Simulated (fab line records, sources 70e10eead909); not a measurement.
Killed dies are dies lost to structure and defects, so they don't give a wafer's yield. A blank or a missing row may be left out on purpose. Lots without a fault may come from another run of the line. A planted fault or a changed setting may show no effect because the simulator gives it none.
A struck lot beside a sound one | flow nand_harc | 15 steps out of a route of 1302
Sound: wafers L406.1, L406.2, L406.3. Struck: wafer L417.5. (L417.6 of the same lot was not struck and is left out.) The cause comes at the end.
At each step with rows: each side's tool, then ch and its chambers, then its first start. Under that, the readings that differ: sound wafers | struck wafers | difference of the means | sigmas: that difference in standard deviations of wafers without a fault.
alike: readings whose means differ by less than 2 such deviations, and words and numbers that are the same on both sides. not compared: withheld readings, readings that some wafer has no value for, bounds like >300 that may hide the same value, and numbers for which the record gives no deviation and whose values overlap.
The two part at a step that has a row with sigmas, a row that says differs or no value, or rows on one side only. Numbers that don't overlap but have no deviation are shown without sigmas and don't part them. A reading that every wafer of one side lacks parts them only if that side has two wafers or more.

first, 1 step without rows for these wafers: NHARC_A_ONON_D1_DEP_00 (target thk 1000 nm).
NHARC_A_ONON_D1_THK_MEAS_02: measures by ellipsometry.
  sound on film_metro-02, day 8 22:55; struck on film_metro-02, day 13 16:26
  alike: thk_nm
then, 1 step without rows for these wafers: NHARC_A_ONON_D1_DEP_03 (target thk 1000 nm).
NHARC_A_ONON_D1_THK_MEAS_05: measures by ellipsometry.
  sound on film_metro-02, day 8 23:29; struck on film_metro-02, day 13 17:00
  alike: thk_nm
then, 1 step without rows for these wafers: NHARC_A_ONON_D1_DEP_06 (target thk 1000 nm).
NHARC_A_ONON_D1_THK_MEAS_08: measures by ellipsometry.
  sound on film_metro-02, day 9 00:04; struck on film_metro-01, day 13 17:35
  alike: thk_nm
then, 1 step without rows for these wafers: NHARC_A_ONON_D1_DEP_09 (target thk 1000 nm).
NHARC_A_ONON_D1_THK_MEAS_11: measures by ellipsometry.
  sound on film_metro-02, day 9 00:38; struck on film_metro-02, day 13 18:08
  alike: thk_nm
then, 1 step without rows for these wafers: NHARC_A_ONON_D1_DEP_12 (target thk 1000 nm).
NHARC_A_ONON_D1_THK_MEAS_14: measures by ellipsometry.
  sound on film_metro-01, day 9 01:11; struck on film_metro-01, day 13 18:43
  alike: thk_nm
then, 1 step without rows for these wafers: NHARC_A_ONON_D1_ANNEAL_15 (time 3600 s).
NHARC_A_ONON_D1_DEP_16: target thk 1000 nm.
  sound on pecvd_onon-03 ch 0, day 9 08:29; struck on pecvd_onon-03 ch 0, day 14 02:26
  alike: n2_flow_sccm
NHARC_A_ONON_D1_THK_MEAS_18: measures by ellipsometry.
  sound on film_metro-01, day 9 09:00; struck on film_metro-01, day 14 02:43
  reading     | sound          | struck | difference | sigmas
  thk_nm (nm) | 1010 1010 1009 | 1537   | +527       | +38
then, 2 steps without rows for these wafers: NHARC_A_ONON_D1_DEP_19 (target thk 1000 nm); NHARC_END_SORT_01.

WHERE THEY PART
Only at NHARC_A_ONON_D1_THK_MEAS_18, within this record.

WHY: what the simulator had put in
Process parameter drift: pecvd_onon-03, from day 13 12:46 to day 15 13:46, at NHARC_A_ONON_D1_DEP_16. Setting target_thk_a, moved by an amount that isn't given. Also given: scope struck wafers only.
